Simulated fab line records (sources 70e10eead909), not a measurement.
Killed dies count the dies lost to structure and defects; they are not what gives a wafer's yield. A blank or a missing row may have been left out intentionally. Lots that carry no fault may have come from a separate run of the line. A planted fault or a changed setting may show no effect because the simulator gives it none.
Chamber matching | flow nand_harc | 4 sister chambers for NHARC_THIN_TSV_CMP_01 on cmp-02
The step polishes. 20 wafers are shown with their chamber, then 10 later ones without.

## WAFERS WITH THEIR CHAMBER
wafer  | chamber | motor_current_A (A)
L075.1 | 2       | 13.2
L075.3 | 0       | 11.1
L075.4 | 1       | 11.9
L081.1 | 0       | 10.4
L081.3 | 1       | 11.9
L081.6 | 0       | 10.7
L080.2 | 2       | 13.4
L080.4 | 3       | 13.1
L080.5 | 3       | 13.4
L085.3 | 0       | 11.0
L085.4 | 3       | 12.8
L085.6 | 3       | 13.2
L086.1 | 1       | 12.0
L086.3 | 3       | 12.7
L086.4 | 2       | 13.7
L079.1 | 3       | 13.1
L079.3 | 1       | 11.6
L079.5 | 3       | 12.7
L087.1 | 3       | 12.9
L087.2 | 1       | 12.2

SIGNATURES (averages over the wafers above)
reading         | chamber 0 | chamber 1 | chamber 2 | chamber 3 | scatter within a chamber
motor_current_A | 10.800    | 11.920    | 13.433    | 12.988    | 0.258
Rule: for each reading, subtract the chamber's mean from the wafer's reading, divide by that reading's scatter and square the result; add these up over the readings and take the root, which gives the wafer's distance from the chamber. If the next closest chamber is less than 2 further off than the closest, the wafer can't be placed; otherwise it belongs to the closest. The scatter: the root of (the sum of the squares of (reading less its chamber's mean) over the shown wafers, divided by (wafers less chambers)).

## WAFERS WHOSE CHAMBER IS MISSING
wafer  | motor_current_A (A)
L087.5 | 11.9
L089.4 | 13.5
L089.5 | 13.1
L089.6 | 12.2
L095.1 | 13.0
L095.3 | 13.2
L095.5 | 11.5
L096.3 | 11.5
L096.5 | 10.4
L096.6 | 13.1

## WHICH CHAMBER EACH WENT THROUGH
wafer  | from the rows above     | in truth
L087.5 | 1                       | 1
L089.4 | can't be placed: 2 or 3 | 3
L089.5 | can't be placed: 3 or 2 | 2
L089.6 | can't be placed: 1 or 3 | 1
L095.1 | can't be placed: 3 or 2 | 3
L095.3 | can't be placed: 3 or 2 | 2
L095.5 | can't be placed: 1 or 0 | 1
L096.3 | can't be placed: 1 or 0 | 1
L096.5 | 0                       | 0
L096.6 | can't be placed: 3 or 2 | 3
Placed correctly: 2 of 10. Not placeable from these rows: 8 (in 8, the candidates include the true chamber). Wrongly placed: 0.
